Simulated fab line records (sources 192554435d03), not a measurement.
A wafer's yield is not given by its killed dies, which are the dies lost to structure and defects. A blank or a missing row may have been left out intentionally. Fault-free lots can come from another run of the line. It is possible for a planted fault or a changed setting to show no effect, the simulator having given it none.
A lot that was struck, set against a sound lot	flow n5-finfet	37 out of 1938 route steps
Sound: these wafers, L478.1, L478.2, L478.3. Struck: wafer L490.1 (L490.2, L490.3, from the same lot, were not struck and are left out); the cause is given at the end.
For every step that has rows: the tool of each side, followed by ch and its chambers, followed by its first start. Under that, the readings that differ: sound wafers	struck wafers	difference of the means	sigmas: that difference in standard deviations of wafers without a fault.
alike: a reading whose means differ by less than 2 such deviations, as well as words and numbers matching on both sides. not compared: withheld readings; readings where some wafer has no value; bounds like >300 that might hide an equal value; numbers whose values overlap and for which the record gives no deviation.
A row with sigmas, a row that says differs or no value, or rows on one side alone: a step with any of these is where the two part. When numbers do not overlap yet have no deviation, they are printed without sigmas and do not part them. A reading that every wafer of one side lacks parts them only if that side has two wafers or more.

first, 9 steps without rows for these wafers: N5_MOL_CONTACT_COAG_PRECLEAN_127 (cleans in DIW, time 57.5 s); N5_MOL_CONTACT_COAG_SRD_128 (dry time 32 s); N5_MOL_CONTACT_COAG_CMP_52 (polishes, stops on SiO2, t overpolish 1.5 s, target thk 66.5 nm); N5_MOL_CONTACT_COAG_ANNEAL_112 (time 1800 s); N5_BEOL_M0_SAQP_PECVD_00 (deposits SiCN from 3MS/NH3, target thk 8 nm, time 14 s); N5_BEOL_M0_SAQP_ILD_DEP_01 (deposits SiOC from DEMS/O2, target thk 45.419 nm, time 8.7 s); N5_BEOL_M0_SAQP_HM_DEP_02 (deposits TiN, target thk 12 nm); N5_BEOL_M0_SAQP_PECVD_03 (deposits SiCN from 3MS/NH3, target thk 12 nm, time 21.1 s); N5_BEOL_M0_SAQP_PECVD_96 (deposits a-Si from SiH4/He, target thk 45 nm, time 45.2 s).
N5_BEOL_M0_SAQP_PECVD_97: deposits SiNx from SiH4/NH3/N2, target thk 23 nm, time 19.9 s.
  sound on pecvd-03 ch 0,1,2, day 7 05:35; struck on pecvd-04 ch 0, day 10 07:34
reading	sound	struck	difference	sigmas
throttle-valve-pct (%)	37.8 39.2 38.1	41.8	+3.4	+2
model.SiNx_of_BEOL_M0_SAQP_PECVD_97.thk-nm (nm)	22.6 22.8 22.8	42.4	+19.7	
  alike: chamber-pressure-Torr, heater-power-w, showerhead-plenum-p-Torr
then, 24 steps without rows for these wafers: N5_BEOL_M0_SAQP_PECVD_04 (deposits a-Si from SiH4/He, target thk 60 nm, time 60.2 s); N5_BEOL_M0_SAQP_HM_DEP_111 (deposits SiO2 from SiH4/N2O, target thk 12 nm, time 7.2 s); N5_BEOL_M0_SAQP_COAT_81 (time 60 s, resist thk 100 nm); N5_BEOL_M0_SAQP_COAT_82 (time 60 s, resist thk 30 nm); N5_BEOL_M0_SAQP_COAT_08 (resist thk 90 nm); N5_BEOL_M0_SAQP_EBR_10; N5_BEOL_M0_SAQP_SOFTBAKE_09 (time 60 s); N5_BEOL_M0_SAQP_EXPOSE_11 (exposes mask M0 CORE, target cd 42 nm); N5_BEOL_M0_SAQP_PEB_12 (peb time 60 s); N5_BEOL_M0_SAQP_DEVELOP_13 (develop time 30 s); N5_BEOL_M0_SAQP_DESCUM_19 (chemistry O2, time 7.9 s); N5_BEOL_M0_SAQP_ETCH_83 (etches SiARC in CF4, target depth 39 nm, time 65 s); N5_BEOL_M0_SAQP_ETCH_84 (etches SOC in N2/H2, target depth 100 nm, overetch 20 nm, time 150 s); N5_BEOL_M0_SAQP_STRIP_80 (strips in N2/H2); N5_BEOL_M0_SAQP_HM_OPEN_112 (chemistry CHF3/O2, target SiO2, stops on a-Si, target depth 12 nm, time 13.5 s); N5_BEOL_M0_SAQP_STRIP_113 (strips in CHF3/O2); N5_BEOL_M0_SAQP_MANDREL_ETCH_20 (etches a-Si in HBr/Cl2, stops on SiNx, target depth 60 nm, bt time 10 s, time 30 s); N5_BEOL_M0_SAQP_STRIP_86 (strips in N2/H2); N5_BEOL_M0_SAQP_STRIP_115 (strips in post etch residue remover, time 60 s); N5_BEOL_M0_SAQP_SRD_93 (time 30 s); N5_BEOL_M0_SAQP_RECESS_114 (chemistry HF/NH3, target SiO2, target depth 14.4 nm, afs cycles 3, sublimation time 60 s); N5_BEOL_M0_SAQP_SPACER1_ALD_98 (deposits SiO2, target thk 12.8 nm, pulse time 1 s, purge time 2 s); N5_BEOL_M0_SAQP_SPACER1_ETCHBACK_99 (etches SiO2 in CHF3/O2, target depth 15.4 nm, time 7.7 s); N5_BEOL_M0_SAQP_MANDREL1_REMOVE_100 (chemistry HBr/Cl2/O2, target a-Si, stops on SiNx, bt time 10 s).
N5_BEOL_M0_SAQP_ETCH_106: etches SOC in N2/H2, stops on SiNx, target depth 150 nm.
  sound on rie-diel-02 ch 0,1,2, day 7 08:43; struck on rie-diel-05 ch 1, day 10 10:48
reading	sound	struck	difference	sigmas
rf-hours-counter-h (h)	176 166 240	155	-39	
model.SiNx_of_BEOL_M0_SAQP_PECVD_97.thk-nm (nm)	14.8 14.8 14.6	34.6	+19.9	
  alike: bias-w, drypump-motor-current-A, oes-product-au, rf-vpp-V, showerhead-plenum-p-Torr, throttle-valve-pct
N5_BEOL_M4_RC_MEAS_101:
  the record has rows for the sound wafers here (prober-01 ch 0, day 9 19:45) and none for the struck ones
-- here the record skips 6 days between the struck wafers' starts before and after, leaving off in module BEOL_M4 and picking up in module PASSIVATION (first step shown: number 1936 of the route) --
N5_PASSIVATION_PROBE_49:
  sound: prober-02 at day 14 04:07; struck: prober-01 at day 16 21:09
reading	sound	struck	difference	sigmas
defect-limited-yield (%)	91.2 92.8 90.7	0	-92	-61
killed_at_M0_to_M3	25 25 32	1108	+1081	+99 or more
killed-dies	104 85 110	1180	+1080	+60
killed-on-rim	16 11 13	152	+139	+34
sort-n-pass	1076 1095 1070	0	-1080	-60
sort-yield-pct (%)	91.2 92.8 90.7	0	-92	-61
  alike: killed_at_M4_up, killed-at-contacts, killed-at-front-end, killed-at-other, killed-open, killed-short, sort_bin_5_function, sort_bin_6_memory

## WHERE THEY PART
First at N5_BEOL_M0_SAQP_PECVD_97; last, within this record, at N5_PASSIVATION_PROBE_49.

WHY: the cause the simulator had injected
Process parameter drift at N5_BEOL_M0_SAQP_PECVD_97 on pecvd-04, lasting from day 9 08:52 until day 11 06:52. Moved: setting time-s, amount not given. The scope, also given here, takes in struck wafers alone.
